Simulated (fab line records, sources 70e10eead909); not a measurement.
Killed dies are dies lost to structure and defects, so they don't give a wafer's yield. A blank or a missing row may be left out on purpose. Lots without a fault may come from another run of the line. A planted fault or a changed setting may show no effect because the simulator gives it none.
A struck lot beside a sound one | flow nand_harc | 15 steps out of a route of 1302
Sound: wafers L734.1, L734.4, L734.6. Struck: wafers L747.1, L747.4, L747.6. The cause comes at the end.
At each step with rows: each side's tool, then ch and its chambers, then its first start. Under that, the readings that differ: sound wafers | struck wafers | difference of the means | sigmas: that difference in standard deviations of wafers without a fault.
alike: readings whose means differ by less than 2 such deviations, and words and numbers that are the same on both sides. not compared: withheld readings, readings that some wafer has no value for, bounds like >300 that may hide the same value, and numbers for which the record gives no deviation and whose values overlap.
The two part at a step that has a row with sigmas, a row that says differs or no value, or rows on one side only. Numbers that don't overlap but have no deviation are shown without sigmas and don't part them. A reading that every wafer of one side lacks parts them only if that side has two wafers or more.

NHARC_A_DECK1_JOINT_CMP_02: polishes SiOx.
  sound on cmp-03 ch 0,2,3, day 14 03:52; struck on cmp-04 ch 1,2,3, day 19 19:01
  alike: motor_current_A
  not compared: pad_life_wafers
then, 1 step without rows for these wafers: NHARC_A_DECK1_JOINT_SRD_15.
NHARC_A_DECK1_JOINT_DEP_16: deposits SiO2, target thk 45 nm.
  sound on pecvd-04 ch 0,1,2, day 14 04:14; struck on pecvd-03 ch 0,2, day 19 19:23
  alike: heater_power_w, rf_fwd_power_W, showerhead_vpp_V, throttle_valve_pct
NHARC_A_DECK1_JOINT_THK_MEAS_17: measures by ellipsometry.
  sound on film_metro-02, day 14 04:29; struck on film_metro-02, day 19 19:38
  alike: thk_nm
NHARC_A_DECK1_JOINT_INSPECT_05:
  sound on defect_inspect-02, day 14 04:31; struck on defect_inspect-01, day 19 19:40
  alike: raw_defect_count
then, 1 step without rows for these wafers: NHARC_A_ONON_D2_DEP_00 (target thk 1000 nm).
NHARC_A_ONON_D2_THK_MEAS_02: measures by ellipsometry.
  sound on film_metro-01, day 14 05:05; struck on film_metro-01, day 19 20:15
  alike: thk_nm
then, 1 step without rows for these wafers: NHARC_A_ONON_D2_DEP_03 (target thk 1000 nm).
NHARC_A_ONON_D2_THK_MEAS_05: measures by ellipsometry.
  sound on film_metro-02, day 14 05:40; struck on film_metro-01, day 19 20:49
  reading     | sound       | struck         | difference | sigmas
  thk_nm (nm) | 987 985 986 | 1008 1007 1007 | +21        | +2
then, 1 step without rows for these wafers: NHARC_A_ONON_D2_DEP_06 (target thk 1000 nm).
NHARC_A_ONON_D2_THK_MEAS_08: measures by ellipsometry.
  sound on film_metro-02, day 14 06:14; struck on film_metro-01, day 19 21:23
  alike: thk_nm
NHARC_A_ONON_D2_DEP_09: target thk 1000 nm.
  sound on pecvd_onon-02 ch 0, day 14 06:17; struck on pecvd_onon-02 ch 0, day 19 21:26
NHARC_A_ONON_D2_THK_MEAS_11: measures by ellipsometry.
  sound on film_metro-02, day 14 06:48; struck on film_metro-01, day 19 21:58
  reading     | sound       | struck      | difference | sigmas
  thk_nm (nm) | 998 996 997 | 544 545 542 | -453       | -47
then, 1 step without rows for these wafers: NHARC_A_ONON_D2_DEP_12 (target thk 1000 nm).
-- the record jumps here: 12 days lie between the struck wafers' starts before and after (it left off in module A_ONON_D2 and takes up again in module END, whose first step shown is number 1302 of the route) --
NHARC_END_SORT_01:
  the record has rows for the struck wafers here (prober-01 ch 0, day 31 18:26) and none for the sound ones

WHERE THEY PART
First at NHARC_A_ONON_D2_THK_MEAS_05; last, within this record, at NHARC_END_SORT_01.

WHY: what the simulator had put in
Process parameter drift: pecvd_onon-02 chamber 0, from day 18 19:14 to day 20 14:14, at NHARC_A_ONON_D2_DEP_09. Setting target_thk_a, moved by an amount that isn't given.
